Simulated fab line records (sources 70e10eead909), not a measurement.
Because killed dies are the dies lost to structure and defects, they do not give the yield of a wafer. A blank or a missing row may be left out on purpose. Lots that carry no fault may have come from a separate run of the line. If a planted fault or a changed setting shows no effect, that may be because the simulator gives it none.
fab line records	flow nand_harc
[record] lots = 6	wafers = 16	last_day = 24
route steps=1159 shown P_GATE@215 P_CONTACT@217 END@1159
lots that met no fault: from a run of the same line without faults
start_h: hours from the record's opening day to when the first of the lot's shown wafers began	wait_h: hours elapsed since this lot's preceding step	" unchanged from the row above	L1.1+2: a row that stands for several wafers	- no value present, or no start provided	* or withheld: withheld	< > ~ a bound
route shown NAME@n: a module of which the file shows steps, and the number in the route of the first	usual: average and standard deviation across the fault-free wafers	same: alike in all rows	chamber/n: place in a boat	sites: the reading at each site	_std_site: the standard deviation of these	_edge_site: outer sites' mean less inner sites'	radius_mm: for every site, how far away it sits from the centre of the wafer	mask NAME#n: copy n	behind: the last tool/chamber to shape the wafer	hold: why the lot was held/for how many hours/how that ended	device: which transistor (n, p or np) failed to switch	end of line: the same wafers' tests at the end of the route	a step given without rows: its recipe and nothing more	killed: dies that structure and defects cost at the first sort, which is not the same as the wafer's yield	map: a wafer's dies, marking killed ones x, the rest . and places with no die _
set.NAME: the run value of the setting; set.NAME@STEP: its run value at that earlier step	model.NAME: the simulator's own value behind a step, which no gauge read
lots at selected steps of the route; one table per step, one row per wafer
services: from which hour (start_h, from the record's first day; less than 0 if before it) a tool's chamber was out of use, for how many hours, and why
[[steps]]
[step NHARC_P_GATE_RTA_82]
[recipe] temp_c = 450	time_s = 30
[usual] lamp_power_pct = 3.76/0.19	wafer_temp_C_max = 451.9/0.38
lot.wafer	tool	chamber	start_h	wait_h	lamp_power_pct	wafer_temp_C_max
L646.3	rtp_anneal-02	0	110.44	-	3.90	452.3
L646.4	"	0	"	"	3.91	451.5
L646.5	"	0	"	"	3.90	452.2
L650.3	rtp_anneal-02	0	125.32	-	3.90	451.6
L650.6	"	0	"	"	3.90	452.4
L651.2	rtp_anneal-01	0	141.64	-	3.51	452.1
L651.5	"	0	"	"	3.51	452.2
L660.1	rtp_anneal-01	0	183.41	-	3.51	452.0
L660.3	"	0	"	"	3.51	451.3
L660.5	"	0	"	"	3.51	452.0
L664.2	rtp_anneal-02	0	218.24	-	3.90	451.7
L664.4	"	0	"	"	3.90	451.4
L664.6	"	0	"	"	3.90	452.2
L669.3	rtp_anneal-01	0	245.02	-	3.51	451.9
L669.4	"	0	"	"	3.51	452.1
L669.5	"	0	"	"	3.51	451.4
[step NHARC_P_GATE_INSPECT_68]
[usual] raw_defect_count = 211/77
lot.wafer	tool	chamber	start_h	wait_h	raw_defect_count
L646.3	defect_inspect-01	-	110.58	0.1	149
L646.4	"	-	"	"	159
L646.5	"	-	"	"	257
L650.3	defect_inspect-01	-	125.46	0.1	193
L650.6	"	-	"	"	192
L651.2	defect_inspect-02	-	141.81	0.1	84
L651.5	"	-	"	"	226
L660.1	defect_inspect-02	-	183.61	0.2	163
L660.3	"	-	"	"	237
L660.5	"	-	"	"	157
L664.2	defect_inspect-02	-	218.41	0.1	110
L664.4	"	-	"	"	183
L664.6	"	-	"	"	139
L669.3	defect_inspect-01	-	245.16	0.1	290
L669.4	"	-	"	"	488
L669.5	"	-	"	"	488
[step NHARC_P_CONTACT_DEP_30]
[recipe] target_thk_a = 300	temp_c = 400	target_thk_nm = 30	flow_sccm = 200	rf_w = 450	material = SiNx
[usual] heater_power_w = 715/76
lot.wafer	tool	chamber	start_h	wait_h	heater_power_w
L646.3	pecvd-04	0	110.65	0.1	785
L646.4	"	0	"	"	799
L646.5	"	2	"	"	732
L650.3	pecvd-01	1	125.57	0.1	752
L650.6	"	1	"	"	754
L651.2	pecvd-02	2	141.92	0.1	771
L651.5	"	1	"	"	626
L660.1	pecvd-02	2	183.68	0.1	677
L660.3	"	1	"	"	762
L660.5	"	1	"	"	751
L664.2	pecvd-01	0	218.52	0.1	592
L664.6	"	2	"	"	534
L664.4	"	1	"	"	648
L669.3	pecvd-02	1	245.23	0.1	727
L669.5	"	1	"	"	743
L669.4	"	2	"	"	725
[step NHARC_P_CONTACT_DEP_00]
[recipe] target_thk_a = 5000	temp_c = 400	pressure_torr = 6.5	rf_w = 900	teos_flow_sccm = 161.4	flow_sccm = 2650	target_thk_nm = 500	gas = O2	material = SiO2
[usual] heater_power_w = 556/76	showerhead_vpp_V = 1863/120	throttle_valve_pct = 15.8/0.52
lot.wafer	tool	chamber	start_h	wait_h	heater_power_w	showerhead_vpp_V	throttle_valve_pct
L646.3	pecvd-04	0	-	-	665	1907	16.5
L646.4	"	0	"	"	524	1911	16.8
L646.5	"	2	"	"	585	1689	15.8
L650.3	pecvd-01	1	-	-	518	1932	16.1
L650.6	"	1	"	"	548	1942	15.9
L651.2	pecvd-02	2	-	-	608	1819	16.7
L651.5	"	1	"	"	510	1883	16.0
L660.1	pecvd-02	2	-	-	571	1782	16.6
L660.3	"	1	"	"	614	1911	15.6
L660.5	"	1	"	"	458	1897	15.5
L664.2	pecvd-01	0	-	-	532	1792	15.2
L664.6	"	2	"	"	491	1747	15.8
L664.4	"	1	"	"	590	1927	16.2
L669.3	pecvd-02	1	-	-	599	1899	15.5
L669.5	"	1	"	"	444	1878	15.5
L669.4	"	2	"	"	561	1795	16.6
[step NHARC_P_CONTACT_CMP_01]
[recipe] target_thk_nm = 200	material = SiO2
[usual] motor_current_A = 11.8/1.3	slurry_filter_dp_kPa = 13.50/0.15
lot.wafer	tool	chamber	start_h	wait_h	motor_current_A	slurry_filter_dp_kPa
L646.4	cmp-02	3	111.36	-	9.9	13.63
L646.3	"	2	"	"	11.7	13.51
L646.5	"	3	"	"	10.0	13.38
L650.3	cmp-02	2	126.29	-	11.3	13.50
L650.6	"	1	"	"	13.1	13.70
L651.2	cmp-02	1	142.59	-	12.7	13.38
L651.5	"	1	"	"	12.8	13.49
L660.1	cmp-02	1	184.39	-	12.1	13.47
L660.3	"	3	"	"	10.1	13.48
L660.5	"	2	"	"	12.0	13.61
L664.2	cmp-04	1	219.24	-	12.3	13.54
L664.4	"	2	"	"	11.1	13.59
L664.6	"	3	"	"	12.4	13.62
L669.3	cmp-04	0	245.94	-	11.1	13.29
L669.4	"	3	"	"	11.6	13.42
L669.5	"	0	"	"	10.4	13.40
[step NHARC_P_CONTACT_SRD_03]
[step NHARC_P_CONTACT_DEHYDRATE_04]
[recipe] temp_c = 150	time_s = 120
[step NHARC_P_CONTACT_HMDS_05]
[recipe] time_s = 30
[step NHARC_P_CONTACT_COAT_33]
[recipe] temp_c = 260	time_s = 75
[step NHARC_P_CONTACT_COAT_34]
[recipe] temp_c = 225	time_s = 65
[step NHARC_P_CONTACT_COAT_06]
[recipe] spin_rpm = 1500	resist_thk_nm = 90
[step NHARC_P_CONTACT_SOFTBAKE_07]
[recipe] temp_c = 105	time_s = 55
[usual] heater_power_total_W = 188.45/0.14
lot.wafer	tool	chamber	start_h	wait_h	heater_power_total_W
L646.3	litho_track-01	0	111	-	188.32
L646.4	"	0	"	"	188.69
L646.5	"	0	"	"	188.35
L650.3	litho_track-01	0	126	-	188.60
L650.6	"	0	"	"	209.37
L651.2	litho_track-01	0	142	-	188.45
L651.5	"	0	"	"	209.79
L660.1	litho_track-04	0	184	-	188.54
L660.3	"	0	"	"	188.38
L660.5	"	0	"	"	188.49
L664.2	litho_track-01	0	219	-	188.34
L664.4	"	0	"	"	188.42
L664.6	"	0	"	"	188.45
L669.3	litho_track-01	0	246	-	188.37
L669.4	"	0	"	"	188.26
L669.5	"	0	"	"	188.30
[step NHARC_P_CONTACT_EBR_08]
[step NHARC_END_SORT_01]
[recipe] temp_c = 25
[usual] killed_at_array = 29/8.4	killed_at_other = 0.7/1.2	killed_at_periphery = 3.8/2.1	killed_dies = 33/9	killed_open = 3.4/2	killed_short = 2.1/1.4
[same] gross_dies = 677
lot.wafer	tool	chamber	start_h	wait_h	killed_at_array	killed_at_other	killed_at_periphery	killed_dies	killed_open	killed_short
L650.3	prober-02	0	481.54	3.1	36	0	4	40	3	2
L650.6	prober-02	0	483.93	4.0	32	0	5	37	2	3
L664.2	prober-01	0	551.07	2.8	49	2	5	56	4	1
L664.4	prober-01	0	552.69	3.4	36	0	2	38	3	3
L664.6	prober-01	0	554.30	4.0	52	2	3	57	6	2
// killed by level:class
L650.3 A_SLIT:chamber_film_flake=14 A_CHANNEL_HOLE_D1:chamber_film_flake=5 A_CONTACT:chamber_film_flake=5 A_STAIRCASE:chamber_film_flake=3 A_WL_FILL:chamber_film_flake=3 P_BONDPAD:chamber_film_flake=2 A_ONON_D1:geometric_particle:short=1 A_ONON_D1:geometric_particle:open=1
L650.6 A_SLIT:chamber_film_flake=14 A_CONTACT:chamber_film_flake=10 P_BONDPAD:chamber_film_flake=4 A_CHANNEL_FILL_D1:geometric_particle:short=2 A_STAIRCASE:chamber_film_flake=2 A_WL_FILL:chamber_film_flake=2 P_CONTACT:geometric_particle:open=1 A_WL_FILL:geometric_particle:short=1
L664.2 A_CHANNEL_HOLE_D1:chamber_film_flake=20 A_SLIT:chamber_film_flake=20 A_STAIRCASE:chamber_film_flake=3 A_ONON_D1:geometric_particle:open=2 P_GATE:chamber_film_flake=2 THIN_TSV:chamber_film_flake=2 A_CONTACT:chamber_film_flake=2 P_CONTACT:geometric_particle:open=1
L664.4 A_CHANNEL_HOLE_D1:chamber_film_flake=15 A_SLIT:chamber_film_flake=10 A_CONTACT:geometric_particle:open=3 A_STAIRCASE:chamber_film_flake=3 P_STI:chamber_film_flake=2 A_ONON_D1:geometric_particle:short=1 A_SGD_CUT:geometric_particle:short=1 A_CONTACT:geometric_particle:short=1
L664.6 A_SLIT:chamber_film_flake=21 A_CHANNEL_HOLE_D1:chamber_film_flake=19 A_CONTACT:chamber_film_flake=5 A_SGD_CUT:geometric_particle:open=2 A_CONTACT:geometric_particle:open=2 THIN_TSV:chamber_film_flake=2 P_GATE:geometric_particle:short=1 P_CONTACT:geometric_particle:open=1
[[services]]
tool	chamber	start_h	hours	kind
litho_track-01	-	93.00	7.0	pm
cmp-04	-	105.09	4.0	pm
cmp-04	-	109.51	63.9	repair
cmp-02	-	117.74	0.6	repair
cmp-02	-	128.64	4.0	pm
cmp-02	-	132.64	-	consumable_replace:conditioner
cmp-02	-	132.64	-	consumable_replace:pad
litho_track-04	-	141.00	7.0	pm
pecvd-02	-	153.43	13.0	pm
pecvd-02	0	153.43	13.0	vent_cycle
pecvd-02	1	153.43	13.0	vent_cycle
pecvd-02	2	153.43	13.0	vent_cycle
pecvd-04	0	158.15	4.9	repair
pecvd-02	0	166.43	-	clean
pecvd-02	1	166.43	-	clean
pecvd-02	2	166.43	-	clean
cmp-02	-	177.95	2.4	repair
cmp-04	-	179.18	2.1	repair
pecvd-04	-	195.09	13.0	pm
cmp-04	-	203.09	4.0	pm
cmp-02	-	226.64	4.0	pm
cmp-02	-	230.64	-	consumable_replace:conditioner
cmp-02	-	230.64	-	consumable_replace:pad
pecvd-01	-	237.19	13.0	pm
[[key]]
[first_sign] step = NHARC_P_CONTACT_SOFTBAKE_07	reading = heater_power_total_W	direction = up	sigmas = 99+	usual = *	struck = *
effect none on later readings
met_at NHARC_P_CONTACT_SOFTBAKE_07
struck_wafers L650.6,L651.5
tester_left_out L650,L651
[fault] kind = process_parameter_drift	tool = litho_track-01	chamber = -	onset_h = 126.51	steps = NHARC_P_CONTACT_SOFTBAKE_07	channel = time_s	offset = *	shape = step	end_h = 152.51	scope = struck_wafers_only	acts_in = *	stated = *
// tester_left_out: of these lots the tester's yield and bins aren't shown, on N5 and GAA mostly nor the transistor test; their killed dies are dies lost to structure and defects alone, not to doping, threshold or leakage, so they don't give the yield
